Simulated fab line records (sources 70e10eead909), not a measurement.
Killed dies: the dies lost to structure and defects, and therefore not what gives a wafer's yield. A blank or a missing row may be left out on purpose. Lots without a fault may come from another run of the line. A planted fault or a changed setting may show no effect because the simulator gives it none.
fab line records	flow nand-harc
record lots=6	wafers=18	last-day=32
route steps=1302 shown P_CONTACT@218
lots untouched by any fault: they come from a run of this same line in which no faults occurred
start-h: the number of hours between the record's first day and the start of the first shown wafer of the lot	wait-h: how many hours have passed since the lot's step before this one	" same as the row above	L1.1+2: one row covering several wafers at once	- value missing, or start not given	* or withheld: withheld	< > ~ a bound
route shown NAME@n: a module of which the file shows steps, and the number in the route of the first	usual: the fault-free wafers' mean and standard deviation	same: alike in all rows	chamber/n: place in a boat	sites: each site's reading	_std_site: how widely they spread, as a standard deviation	_edge_site: outer sites' mean less inner sites'	radius-mm: how far each site lies from the wafer's centre	mask NAME#n: copy n	behind: the tool/chamber that last shaped the wafer	hold: why the lot was held/for how many hours/how that ended	device: the n, p or np transistor that did not switch	end of line: the route-end tests of the same wafers	a step with no rows: only its recipe	killed: dies lost to structure and defects at the first sort, not the wafer's yield	map: a wafer's dies, marking killed ones x, the rest . and places with no die _
set.NAME: the setting as run; set.NAME@STEP: as run at that earlier step	model.NAME: the simulator's own value behind a step, which no gauge read
a table for each step, a row for each wafer; lots at some steps of the route
services: a tool's chamber out of use, with start hour (start-h, from the record's first day; less than 0 if before it), hours out, and reason
## steps
# step NHARC_P_CONTACT_DEP_00
# recipe target-thk-a=5000	temp-c=400	pressure-torr=6.5	rf-w=900	teos-flow-sccm=161.4	flow-sccm=2650	target-thk-nm=500	gas=O2	material=SiO2
# usual heater-power-w=582/89	throttle-valve-pct=15.8/0.5
lot.wafer	tool	chamber	start-h	wait-h	heater-power-w	throttle-valve-pct
L319.5	pecvd-03	2	-	-	548	16.2
L319.6	"	0	"	"	683	16.7
L319.4	"	1	"	"	500	15.4
L320.1	pecvd-04	0	-	-	542	15.7
L320.6	"	2	"	"	544	15.3
L320.4	"	1	"	"	631	15.0
L330.1	pecvd-02	1	-	-	580	15.5
L330.5	"	1	"	"	579	15.7
L330.4	"	2	"	"	705	15.2
L331.1	pecvd-02	0	-	-	614	15.7
L331.2	"	1	"	"	553	15.8
L331.6	"	0	"	"	669	15.8
L335.1	pecvd-02	0	-	-	645	15.8
L335.3	"	2	"	"	637	15.4
L335.6	"	2	"	"	673	15.5
L336.1	pecvd-04	0	332.25	0.3	423	15.4
L336.5	"	0	"	"	482	15.8
L336.6	"	2	"	"	533	16.3
# step NHARC_P_CONTACT_CMP_01
# recipe target-thk-nm=200	material=SiO2
# usual motor-current-A=12.0/1.1	slurry-filter-dp-kPa=13.51/0.14
lot.wafer	tool	chamber	start-h	wait-h	motor-current-A	slurry-filter-dp-kPa
L319.4	cmp-02	3	169.55	-	12.3	13.44
L319.5	"	2	"	"	11.6	13.33
L319.6	"	3	"	"	11.5	13.31
L320.4	cmp-02	2	180.17	-	11.3	13.41
L320.1	"	1	"	"	11.8	13.50
L320.6	"	3	"	"	12.4	13.41
L330.4	cmp-01	2	276.80	-	11.9	13.60
L330.1	"	3	"	"	11.3	13.56
L330.5	"	1	"	"	10.9	13.50
L331.1	cmp-04	1	289.13	-	11.8	13.50
L331.2	"	2	"	"	14.0	13.33
L331.6	"	2	"	"	14.8	13.29
L335.1	cmp-04	0	324.12	-	11.0	13.77
L335.3	"	3	"	"	13.5	13.57
L335.6	"	1	"	"	12.3	13.40
L336.1	cmp-01	3	332.94	0.6	11.4	13.72
L336.6	"	0	"	"	11.1	13.42
L336.5	"	1	"	"	10.8	13.46
# step NHARC_P_CONTACT_SRD_03
# step NHARC_P_CONTACT_DEHYDRATE_04
# recipe temp-c=150	time-s=120
# step NHARC_P_CONTACT_HMDS_05
# recipe time-s=30
# step NHARC_P_CONTACT_COAT_33
# recipe temp-c=260	time-s=75
# step NHARC_P_CONTACT_COAT_34
# recipe temp-c=225	time-s=65
# step NHARC_P_CONTACT_COAT_06
# recipe spin-rpm=1500	resist-thk-nm=90
# step NHARC_P_CONTACT_SOFTBAKE_07
# recipe temp-c=105	time-s=55
# step NHARC_P_CONTACT_EBR_08
# step NHARC_P_CONTACT_EXPOSE_09
# recipe na=1.35	target-cd-nm=90	dose-mj=81.26	mask-id=P_CA
# step NHARC_P_CONTACT_PEB_10
# recipe peb-temp-c=100	peb-time-s=65
# usual heater-power-total-W=156.6/0.43	plate-temp-C=100.00/0.11
lot.wafer	tool	chamber	start-h	wait-h	heater-power-total-W	plate-temp-C
L319.4	litho-track-01	0	170.27	0.0	156.1	100.07
L319.5	"	0	"	"	156.3	99.93
L319.6	"	0	"	"	156.4	99.99
L320.1	litho-track-01	0	180.92	0.1	156.2	99.91
L320.4	"	0	"	"	156.2	100.09
L320.6	"	0	"	"	157.1	100.23
L330.1	litho-track-01	0	277.37	0.1	152.2	98.06
L330.4	"	0	"	"	152.9	98.26
L330.5	"	0	"	"	152.5	98.02
L331.1	litho-track-01	0	289.89	0.1	152.8	98.20
L331.2	"	0	"	"	152.1	98.24
L331.6	"	0	"	"	152.2	98.45
L335.1	litho-track-04	0	324.75	0.1	156.0	100.00
L335.3	"	0	"	"	156.6	100.04
L335.6	"	0	"	"	156.1	100.08
L336.1	litho-track-06	0	333.61	0.1	157.0	99.91
L336.5	"	0	"	"	156.9	100.07
L336.6	"	0	"	"	156.1	99.99
# step NHARC_P_CONTACT_DEVELOP_11
# recipe develop-time-s=35	dev-temp-c=23
## services
tool	chamber	start-h	hours	kind
litho-track-01	-	155.00	7.0	pm
pecvd-04	2	157.27	12.5	repair
litho-track-06	-	179.00	7.0	pm
pecvd-03	-	185.43	13.0	pm
cmp-01	-	185.90	4.0	pm
litho-track-04	-	203.00	7.0	pm
cmp-04	-	209.07	4.0	pm
pecvd-02	2	215.22	21.4	repair
pecvd-02	-	226.98	1.6	repair
pecvd-02	-	228.62	13.0	pm
cmp-02	-	232.50	4.0	pm
cmp-04	-	247.62	1.8	repair
cmp-02	-	260.38	0.3	repair
pecvd-04	-	269.12	13.0	pm
cmp-01	-	280.31	1.3	repair
cmp-01	-	284.03	4.0	pm
pecvd-02	1	292.36	3.5	repair
cmp-02	-	306.59	4.2	repair
cmp-04	-	307.07	4.0	pm
pecvd-04	-	313.03	0.6	repair
pecvd-04	-	319.65	0.9	repair
pecvd-04	1	322.90	18.7	repair
litho-track-01	-	330.00	7.0	pm
cmp-02	-	330.50	4.0	pm
## key
first-sign step=NHARC_P_CONTACT_PEB_10	reading=plate-temp-C	direction=down	sigmas=16	usual=*	struck=*
effect step=NHARC_P_CONTACT_PEB_10	reading=heater-power-total-W	direction=down	sigmas=9.5	usual=*	struck=*
met-at NHARC_P_CONTACT_PEB_10
struck-wafers L330.1,L330.4,L330.5,L331.1,L331.2,L331.6
sort-left-out L330.1,L330.4,L330.5,L331.1,L331.2,L331.6
tester-left-out L330,L331
onset-between 180.92 277.37
fault kind=process-parameter-drift	tool=litho-track-01	chamber=-	onset-h=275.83	steps=NHARC_P_CONTACT_PEB_10	channel=peb-temp-c	offset=*	shape=step	end-h=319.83	acts-in=*	stated=*
# tester-left-out: of these lots the tester's yield and bins aren't shown, on N5 and GAA mostly nor the transistor test; their killed dies are dies lost to structure and defects alone, not to doping, threshold or leakage, so they don't give the yield
# sort-left-out: the simulated sort isn't trusted on such a fault, so these wafers' sort isn't shown, and their yield isn't known
